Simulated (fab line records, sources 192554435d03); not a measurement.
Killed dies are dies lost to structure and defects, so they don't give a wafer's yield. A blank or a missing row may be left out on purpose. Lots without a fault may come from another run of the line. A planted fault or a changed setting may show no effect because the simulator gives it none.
Which tool did it? | flow n5_finfet | 9 lots, 26 wafers sampled, at 7 steps of a route of 1938

WHAT THE GAUGES READ, wafer by wafer
N5_BEOL_M10_CD_MEAS_18: pitch 140 nm, target cd 70 nm.
lot  | measured     | on        | cd_nm (nm)
L515 | day 10 17:39 | cd_sem-02 | 69.8 70.4 70.3
L517 | day 10 21:57 | cd_sem-02 | 69.7 69.8 69.8
L518 | day 10 21:59 | cd_sem-01 | 70.0 70.5 70.8
L516 | day 10 22:41 | cd_sem-03 | 69.1 70.4 68.8
L521 | day 11 19:23 | cd_sem-01 | 69.9 69.9 69.3
L528 | day 13 19:58 | cd_sem-03 | 69.4 68.8 69.2
L526 | day 13 23:23 | cd_sem-01 | 70.1 71.0 70.2
L532 | day 14 08:25 | cd_sem-02 | 68.9 69.9
L534 | day 15 16:44 | cd_sem-02 | 69.3 69.9 69.8

N5_BEOL_M10_OCD_MEAS_38.
lot  | measured     | on     | trench_depth_nm (nm)
L515 | day 10 20:35 | ocd-02 | 147.6 148.4 147.6
L517 | day 11 01:34 | ocd-02 | 151.9 145.8 146.7
L518 | day 11 01:32 | ocd-02 | 150.0 146.1 149.6
L516 | day 11 01:59 | ocd-02 | 149.3 147.2 147.8
L521 | day 11 20:40 | ocd-02 | 149.4 153.0 147.0
L528 | day 13 22:33 | ocd-01 | 147.0 151.0 149.5
L526 | day 14 01:43 | ocd-02 | 146.0 150.1 151.2
L532 | day 14 09:36 | ocd-01 | 149.2 149.4
L534 | day 15 17:57 | ocd-02 | 151.1 176.8 178.5

N5_BEOL_M10_CD_MEAS_35: target cd 70 nm.
lot  | measured     | on        | cd_nm (nm)
L515 | day 10 20:45 | cd_sem-02 | 70.3 70.9 70.5
L517 | day 11 01:43 | cd_sem-02 | 70.4 69.9 69.6
L518 | day 11 01:41 | cd_sem-03 | 69.9 70.6 71.0
L516 | day 11 02:09 | cd_sem-03 | 69.5 70.1 69.1
L521 | day 11 20:49 | cd_sem-03 | 70.1 69.9 69.3
L528 | day 13 22:42 | cd_sem-01 | 69.0 68.6 69.1
L526 | day 14 01:53 | cd_sem-02 | 70.3 71.2 69.8
L532 | day 14 09:45 | cd_sem-03 | 69.1 70.1
L534 | day 15 18:06 | cd_sem-02 | 69.5 69.7 69.7

N5_BEOL_M10_THK_MEAS_53: measures by xrf.
lot  | measured     | on            | M10_THK (nm)
L515 | day 10 23:25 | film_metro-01 | 137.5 139.4 139.2
L517 | day 11 04:03 | film_metro-02 | 140.1 136.5 136.1
L518 | day 11 03:47 | film_metro-02 | 142.2 137.0 139.1
L516 | day 11 04:46 | film_metro-01 | 141.2 139.8 136.9
L521 | day 11 23:49 | film_metro-01 | 144.2 144.9 139.5
L528 | day 14 00:49 | film_metro-02 | 138.1 140.4 141.0
L526 | day 14 04:23 | film_metro-02 | 135.1 142.0 142.3
L532 | day 14 13:47 | film_metro-02 | 138.4 138.5
L534 | day 15 21:26 | film_metro-01 | 141.4 168.8 169.7

N5_BEOL_M10_RS_MEAS_57: measures by four-point-probe.
lot  | measured     | on            | M10_RS (ohm/sq)
L515 | day 10 23:34 | film_metro-01 | 0.1541 0.1517 0.1515
L517 | day 11 04:11 | film_metro-01 | 0.1477 0.1533 0.1529
L518 | day 11 03:55 | film_metro-02 | 0.1475 0.1540 0.1508
L516 | day 11 04:55 | film_metro-02 | 0.1516 0.1526 0.1552
L521 | day 11 23:57 | film_metro-01 | 0.1475 0.1466 0.1533
L528 | day 14 00:57 | film_metro-01 | 0.1522 0.1502 0.1495
L526 | day 14 04:32 | film_metro-02 | 0.1555 0.1489 0.1480
L532 | day 14 13:55 | film_metro-01 | 0.1520 0.1512
L534 | day 15 21:34 | film_metro-01 | 0.1493 0.1230 0.1227

WHICH TOOL RAN EACH LOT (tool, then ch and the chambers of the sampled wafers, then the start)
lot  | N5_BEOL_M10_HM_OPEN_17            | N5_BEOL_M10_TRENCH_ETCH_37
L515 | rie_metal-02 ch 0,1, day 10 17:28 | rie_diel-02 ch 1,3, day 10 20:25
L517 | rie_metal-03 ch 0,1, day 10 21:37 | rie_diel-01 ch 0,1,2, day 11 01:23
L518 | rie_metal-01 ch 0,1, day 10 21:47 | rie_diel-02 ch 1,2, day 11 01:21
L516 | rie_metal-01 ch 0,1, day 10 22:32 | rie_diel-02 ch 1,2, day 11 01:49
L521 | rie_metal-03 ch 0,1, day 11 19:13 | rie_diel-01 ch 0,1,3, day 11 20:29
L528 | rie_metal-03 ch 0,1, day 13 19:47 | rie_diel-02 ch 0,2,3, day 13 22:22
L526 | rie_metal-01 ch 0,1, day 13 23:12 | rie_diel-01 ch 0,1,3, day 14 01:32
L532 | rie_metal-01 ch 1, day 14 08:14   | rie_diel-02 ch 1,2, day 14 09:25
L534 | rie_metal-01 ch 0,1, day 15 16:34 | rie_diel-02 ch 0,2, day 15 17:46
- N5_BEOL_M10_HM_OPEN_17: chemistry Cl2/BCl3, target TiN, target depth 20 nm, overetch 6 nm.
- N5_BEOL_M10_TRENCH_ETCH_37: etches SiCOH lowk in C4F6/O2, target depth 148.83 nm, time 48 s.

WHAT THE TOOLS THEMSELVES READ (means of the sampled wafers that have a number; where no wafer has one, the mark that the record gives instead)
N5_BEOL_M10_HM_OPEN_17.
lot  | tool         | chamber_pressure_mTorr (mTorr) | drypump_motor_current_A (A) | mfc_cl2_sccm (sccm) | oes_product_au (a.u.) | throttle_valve_pct (%)
L515 | rie_metal-02 | 9.999                          | 5.50                        | 53.34               | 0.65                  | 22.00
L517 | rie_metal-03 | 10.001                         | 6.04                        | 53.12               | 0.71                  | 22.27
L518 | rie_metal-01 | 10.010                         | 5.81                        | 53.35               | 0.65                  | 22.04
L516 | rie_metal-01 | 9.997                          | 5.82                        | 53.16               | 0.66                  | 22.27
L521 | rie_metal-03 | 10.000                         | 6.03                        | 53.26               | 0.66                  | 22.07
L528 | rie_metal-03 | 10.003                         | 6.03                        | 53.27               | 0.65                  | 22.09
L526 | rie_metal-01 | 9.996                          | 5.82                        | 53.20               | 0.64                  | 22.28
L532 | rie_metal-01 | 10.006                         | 5.81                        | 53.45               | 0.62                  | 22.54
L534 | rie_metal-01 | 10.002                         | 5.84                        | 53.12               | 0.64                  | 22.28

N5_BEOL_M10_TRENCH_ETCH_37.
lot  | tool        | C4F6_flow_sccm (sccm) | chamber_pressure_mTorr (mTorr) | drypump_motor_current_A (A) | oes_ar_750_au (a.u.) | oes_f_703_au (a.u.) | oes_o_777_au (a.u.) | oes_product_au (a.u.) | rf_fwd_power_W (W) | rf_vpp_V (V) | showerhead_plenum_p_Torr (Torr) | throttle_valve_pct (%)
L515 | rie_diel-02 | 10.006                | 29.989                         | 5.5                         | 0.80                 | 0.81                | 0.82                | 0.80                  | 341.5              | 661          | 2.92                            | 20.84
L517 | rie_diel-01 | 9.993                 | 29.997                         | 6.0                         | 0.81                 | 0.81                | 0.82                | 0.81                  | 339.2              | 675          | 2.89                            | 20.84
L518 | rie_diel-02 | 10.011                | 30.010                         | 6.0                         | 0.80                 | 0.79                | 0.79                | 0.80                  | 341.0              | 687          | 2.89                            | 20.78
L516 | rie_diel-02 | 9.969                 | 30.007                         | 5.7                         | 0.75                 | 0.74                | 0.75                | 0.75                  | 340.2              | 676          | 2.91                            | 21.10
L521 | rie_diel-01 | 10.018                | 30.019                         | 5.8                         | 0.85                 | 0.85                | 0.86                | 0.85                  | 341.2              | 670          | 2.92                            | 20.88
L528 | rie_diel-02 | 9.980                 | 29.973                         | 5.9                         | 0.81                 | 0.81                | 0.81                | 0.81                  | 341.5              | 675          | 2.87                            | 20.63
L526 | rie_diel-01 | 10.014                | 29.993                         | 5.8                         | 0.82                 | 0.83                | 0.83                | 0.82                  | 340.8              | 671          | 2.91                            | 20.90
L532 | rie_diel-02 | 9.992                 | 30.014                         | 5.8                         | 0.90                 | 0.89                | 0.89                | 0.90                  | 343.2              | 682          | 2.89                            | 20.84
L534 | rie_diel-02 | 10.000                | 30.023                         | 6.1                         | 0.95                 | 1.17                | 1.11                | 0.85                  | 478.6              | 586          | 2.86                            | 20.74

THE ANSWER, worked out from the rows above alone
Rule: what is usual is taken from the lots themselves. Put in order of their means at a reading, lots are off if they are a third of the lots or fewer, leave a main group of 4 or more, and stand apart from it by a gap of 3 or more times the standard deviation of the main group's means; of several such gaps the widest counts. A main group whose means are all the same, to the digits that the tables above print for the reading, isn't used. A lot without any number at a reading at which 4 lots or more have one is off too. The other lots that the step has rows for count as sound. The gauges are gone through in route order, then the tools' own readings, and for those a lot's mean is taken as printed above. The first step at which some lot is off is used, and at that step the reading that is off furthest; a lot without a number counts as furthest.
Off: L534, at N5_BEOL_M10_OCD_MEAS_38 (trench_depth_nm). The main group: mean 148.8 nm, standard deviation 0.64.
A tool fits if, at a process step before that reading, it ran every lot that is off, and no sound lot after the first of them. The gauges at N5_BEOL_M10_OCD_MEAS_38 aren't tried: what is off there is off at N5_BEOL_M10_THK_MEAS_53 too, on other tools, and a gauge's error can't cause that. Can't be told from this: 2 tools fit, rie_metal-01 at N5_BEOL_M10_HM_OPEN_17, rie_diel-02 at N5_BEOL_M10_TRENCH_ETCH_37.

WHAT THE SIMULATOR HAD PUT IN
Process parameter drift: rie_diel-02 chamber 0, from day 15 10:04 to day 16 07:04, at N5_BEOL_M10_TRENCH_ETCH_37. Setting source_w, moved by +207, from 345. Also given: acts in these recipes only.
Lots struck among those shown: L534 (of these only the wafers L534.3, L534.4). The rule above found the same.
